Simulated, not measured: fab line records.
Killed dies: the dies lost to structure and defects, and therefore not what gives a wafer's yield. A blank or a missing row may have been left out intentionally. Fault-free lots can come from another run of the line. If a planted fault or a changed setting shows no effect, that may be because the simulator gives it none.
A lot that was struck, set against a sound lot ; flow n5Finfet ; 40 steps out of a route of 1938
Sound: wafers L250.4, L250.5, L250.6. Struck: wafer L267.2 (L267.1, L267.3, from the same lot, were not struck and are left out); the cause is given at the end.
For every step that has rows: the tool of each side, followed by ch and its chambers, followed by its first start. Under that, the readings that differ: sound wafers ; struck wafers ; difference of the means ; sigmas: that difference in standard deviations of wafers without a fault.
alike: same words and numbers on both sides, and readings whose means sit less than 2 such deviations apart. not compared: any withheld reading, any reading some wafer has no value for, any bound like >300 that may hide the same value, and any number with overlapping values for which the record gives no deviation.
Wherever a step has rows on one side only, a row that says differs or no value, or a row with sigmas, the two part there. Numbers that have no deviation but don't overlap get no sigmas and don't part them. A reading that every wafer of one side lacks parts them only if that side has two wafers or more.

first, 10 steps without rows for these wafers: N5_MOL_CONTACT_COAG_SPUTTER_143 (material Co, target thk 2.5 nm); N5_MOL_CONTACT_COAG_CO_FILL_22 (material Co, precursor CCTBA/H2, target thk 20 nm); N5_MOL_CONTACT_COAG_ANNEAL_113 (time 300 s); N5_MOL_CONTACT_COAG_PRE_CLEAN_142 (time 60 s); N5_MOL_CONTACT_COAG_SPUTTER_130 (material Co, target thk 47.5 nm); N5_MOL_CONTACT_COAG_PRECLEAN_125 (cleans in DIW, time 57.5 s); N5_MOL_CONTACT_COAG_SRD_126 (dry time 32 s); N5_MOL_CONTACT_COAG_CMP_23 (polishes, stops on SiO2, t overpolish 1.5 s, target thk 0 nm); N5_MOL_CONTACT_COAG_WET_ETCH_26 (target Co, target depth 13 nm); N5_MOL_CONTACT_COAG_WET_ETCH_116 (etches the open film in SC1-inhibited, target depth 4.6 nm, rinse time 30 s).
N5_MOL_CONTACT_COAG_ALD_27: deposits SiOC, target thk 17 nm, pulse time 1.5 s, time 2720 s.
  sound on aldSin-01 ch 2,3, day 5 09:29; struck on aldSin-03 ch 0, day 9 16:10
reading;sound;struck;difference;sigmas
runLengthS (s);2769.5 2769.3 2769.5;1957.1;-812.3;-99 or more
timeS (s);2720 2720 2720;1907.5;-812.5;
model.SiOC_of_MOL_CONTACT_COAG_ALD_27.thkNm (nm);16.8 17 17;12;-5;
  alike: chamberPressureTorr, heaterPowerW, precursorPulseHeightRel
then, 25 steps without rows for these wafers: N5_MOL_CONTACT_COAG_CMP_28 (polishes, stops on SiNx, t overpolish 0.85 s, target thk 14.522 nm); N5_MOL_CONTACT_COAG_ALD_123 (deposits SiNx, target thk 5 nm, pulse time 1 s, purge time 2 s); N5_MOL_CONTACT_COAG_PECVD_31 (deposits SiO2 from TEOS/O2, target thk 46 nm, time 8.9 s); N5_MOL_CONTACT_COAG_COAT_75 (time 60 s, resist thk 60 nm); N5_MOL_CONTACT_COAG_COAT_76 (time 60 s, resist thk 10 nm); N5_MOL_CONTACT_COAG_COAT_77 (time 60 s, resist thk 10 nm); N5_MOL_CONTACT_COAG_COAT_78 (resist thk 40 nm); N5_MOL_CONTACT_COAG_EBR_80; N5_MOL_CONTACT_COAG_SOFTBAKE_79 (time 60 s); N5_MOL_CONTACT_COAG_EXPOSE_81 (exposes mask VG, defocus 0 nm); N5_MOL_CONTACT_COAG_PEB_82 (peb time 60 s); N5_MOL_CONTACT_COAG_DEVELOP_83 (develop time 30 s); N5_MOL_CONTACT_COAG_DESCUM_88 (chemistry O2, time 7 s); N5_MOL_CONTACT_COAG_ETCH_89 (etches underlayer in N2/H2, target depth 13 nm, time 10.4 s); N5_MOL_CONTACT_COAG_ETCH_90 (etches SiARC in CF4, target depth 13 nm, time 21.7 s); N5_MOL_CONTACT_COAG_ALD_131 (deposits SiO2, target thk 5 nm, pulse time 1 s, co reactant pulse time 1 s); N5_MOL_CONTACT_COAG_ETCHBACK_132 (etches SiO2 in CHF3, target depth 10 nm, time 6.7 s); N5_MOL_CONTACT_COAG_ETCH_91 (etches SOC in N2/H2, target depth 60 nm, overetch 21 nm, time 101.2 s); N5_MOL_CONTACT_COAG_STRIP_92 (strips in N2/H2); N5_MOL_CONTACT_COAG_STRIP_93 (strips in N2/H2); N5_MOL_CONTACT_COAG_ETCHBACK_135 (etches SiO2 in CHF3, target depth 25 nm, time 16.7 s); N5_MOL_CONTACT_COAG_STRIP_118 (strips in CHF3); N5_MOL_CONTACT_COAG_VIA_ETCH_46 (etches SiO2 in C4F6/O2, target depth 46 nm, overetch 9.2 nm, time 40 s); N5_MOL_CONTACT_COAG_STRIP_96 (strips in N2/H2); N5_MOL_CONTACT_COAG_ETCH_47 (etches SiNx in CH3F/O2, stops on W, target depth 27 nm).
N5_MOL_CONTACT_COAG_ETCH_124: etches SiNx in CH3F/O2, stops on SiOC, target depth 6.5 nm.
  sound on rieDiel-01 ch 1,2, day 5 14:33; struck on rieDiel-01 ch 0, day 9 21:25
reading;sound;struck;difference;sigmas
model.SiOC_of_MOL_CONTACT_COAG_ALD_27.thkNm (nm);15.8 15.4 15.2;11.8;-3.7;
  alike: drypumpMotorCurrentA, oesProductAu, rfVppV, showerheadPlenumPTorr, throttleValvePct
  not compared: rfHoursCounterH
N5_MOL_CONTACT_COAG_ETCH_48: etches SiOC in C4F6/O2, target depth 15 nm, overetch 4.5 nm, time 17 s.
  sound on rieDiel-01 ch 1,2, day 5 14:35; struck on rieDiel-01 ch 0, day 9 21:28
reading;sound;struck;difference;sigmas
model.etch.depthNm (nm);15.76 15.42 15.26;11.9;-3.6;
  alike: drypumpMotorCurrentA, oesProductAu, rfVppV, showerheadPlenumPTorr, throttleValvePct
  not compared: rfHoursCounterH
-- the record jumps here: 3 days lie between the struck wafers' starts before and after (it left off in module MOL_CONTACT_COAG and takes up again in module BEOL_M4, whose first step shown is number 1111 of the route) --
N5_BEOL_M4_RC_MEAS_101:
  sound on prober-01 ch 0, day 8 00:20; struck on prober-01 ch 0, day 12 18:42
reading;sound;struck;difference;sigmas
ION_P (uA/um);475 470 473;458;-15;-2
VT_N (mV);248.1 250.9 247.8;255.6;+6.7;+2
  alike: DIBL_N, DIBL_P, IOFF_N, IOFF_P, ION_N, SS_N, SS_P, VT_P
-- here the record skips 4 days between the struck wafers' starts before and after, leaving off in module BEOL_M4 and picking up in module PASSIVATION (first step shown: number 1936 of the route) --
N5_PASSIVATION_PROBE_49:
  record: rows for the struck wafers here (prober-01, day 16 19:47), none for the sound ones

== WHERE THEY PART ==
Earliest at N5_MOL_CONTACT_COAG_ALD_27; latest, in this record, at N5_PASSIVATION_PROBE_49.

WHY: the cause the simulator had injected
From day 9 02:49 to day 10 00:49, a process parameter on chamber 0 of aldSin-03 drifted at N5_MOL_CONTACT_COAG_ALD_27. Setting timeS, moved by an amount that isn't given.
